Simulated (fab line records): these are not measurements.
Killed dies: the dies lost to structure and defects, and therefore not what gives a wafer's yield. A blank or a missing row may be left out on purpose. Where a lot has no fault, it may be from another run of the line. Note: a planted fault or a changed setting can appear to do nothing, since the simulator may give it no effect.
8D (eight disciplines) problem report, filled in by code + flow nandHarc + the parts of the form that need people (team, actions taken, sign-off) are left out

1. PROBLEM STATEMENT
runLengthS at NHARC_A_DECK1_JOINT_ETCHBACK_00 reads a mean of 36.0 s on 2 wafers of 2 lots; wafers without a fault read 38.7 s with a standard deviation of 0.43. Measured from the usual mean, that is -6.4 standard deviations.
The step: etches the open film in HBr, target depth 30 nm, time 17.4 s.
Earliest sighting: wafer L716.1 on rieSi-03 at day 18 16:40. The record has a number at this step for 36 wafers belonging to 12 lots. The rule behind "out" and "out of limits": a value lying over 4 standard deviations away from the usual mean. Any other wafer with a number is counted as sound.

2. WHAT IT IS, AND WHAT IT ISN'T
| question                    | is                | is not                                                                          |
|-----------------------------|-------------------|---------------------------------------------------------------------------------|
| which readings at this step | runLengthS        | drypumpMotorCurrentA, oesProductAu, throttleValvePct                            |
| which lots                  | L716, L718        | L698, L699, L702, L704, L705, L706, L707, L709, L720, L721                      |
| which wafers of those lots  | L716.1, L718.5    | L716.3, L716.6, L718.4, L718.6                                                  |
| read on which tools         | rieSi-03          | rieSi-01, rieSi-04                                                              |
| when                        | from day 18 16:40 | up to then (26 sound wafers); but 8 sound wafers of L718, L720, L721 came after |

3. SUSPECTS, AND WHAT RULES EACH OUT
Counting: if a tool at a process step up to the reading ran every lot that is out, it stays a suspect. Sound lots after the first of them don't rule it out here, since some wafers of a struck lot are sound.
- harEtch-01 at NHARC_A_CHANNEL_HOLE_D1_ETCH_22 (etches the open film in C4F8/O2/Ar, time 666.7 s, target depth 1600 nm): kept. Every lot that is out went through it, the first being L716 (day 15 20:16); the last sound lot it ran before that was L709 (day 13 09:31).
- harEtch-01 at NHARC_A_CHANNEL_HOLE_D1_ETCH_23 (etches the open film in C4F8/O2/Ar, time 819 s, target depth 1600 nm): kept. Every lot that is out went through it, the first being L716 (day 15 20:50); the last sound lot it ran before that was L709 (day 13 10:05).
- rieSi-03 at NHARC_A_DECK1_JOINT_ETCHBACK_00 (etches the open film in HBr, target depth 30 nm, time 17.4 s): kept. Every lot that is out went through it, the first being L716 (day 18 16:40); the last sound lot it ran before that was L706 (day 14 11:47). On those wafers its own readings are out: runLengthS.
- Within rieSi-03 at NHARC_A_DECK1_JOINT_ETCHBACK_00: the wafers that are out ran in chambers 1, 3; their sound lot-mates ran in chambers 0, 2.
The count leaves harEtch-01 at NHARC_A_CHANNEL_HOLE_D1_ETCH_22, harEtch-01 at NHARC_A_CHANNEL_HOLE_D1_ETCH_23, and rieSi-03 at NHARC_A_DECK1_JOINT_ETCHBACK_00.

4. THE CAUSE (what the simulator had put in)
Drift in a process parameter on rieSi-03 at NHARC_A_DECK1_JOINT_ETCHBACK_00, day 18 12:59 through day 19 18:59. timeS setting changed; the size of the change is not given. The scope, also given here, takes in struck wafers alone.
Counting leaves 3 suspects; this tool is one of them.

5. SEQUENCE OF EFFECTS, ordered by route
Rows list readings where the struck wafers' mean (over those with a number) sits beyond 3 standard deviations from the usual. Only readings for which the record gives a usual standard deviation are gone through. hours: the time from each lot's start at the first step in this table that gives one to its start at this step, as a median over the lots. sigmas: the change in usual standard deviations.
| hours | step                            | reading    | usual  | on struck wafers | change | sigmas |
|-------|---------------------------------|------------|--------|------------------|--------|--------|
| 0     | NHARC_A_DECK1_JOINT_ETCHBACK_00 | runLengthS | 38.7 s | 36.0             | -2.8   | -6.4   |
It contains these process steps:
- NHARC_A_DECK1_JOINT_ETCHBACK_00: etches the open film in HBr, target depth 30 nm, time 17.4 s.

6. HOW IT WOULD HAVE BEEN CAUGHT EARLIER
In this record no reading fell out of limits until day 18 16:40, 4 hours after the fault had begun at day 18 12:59.
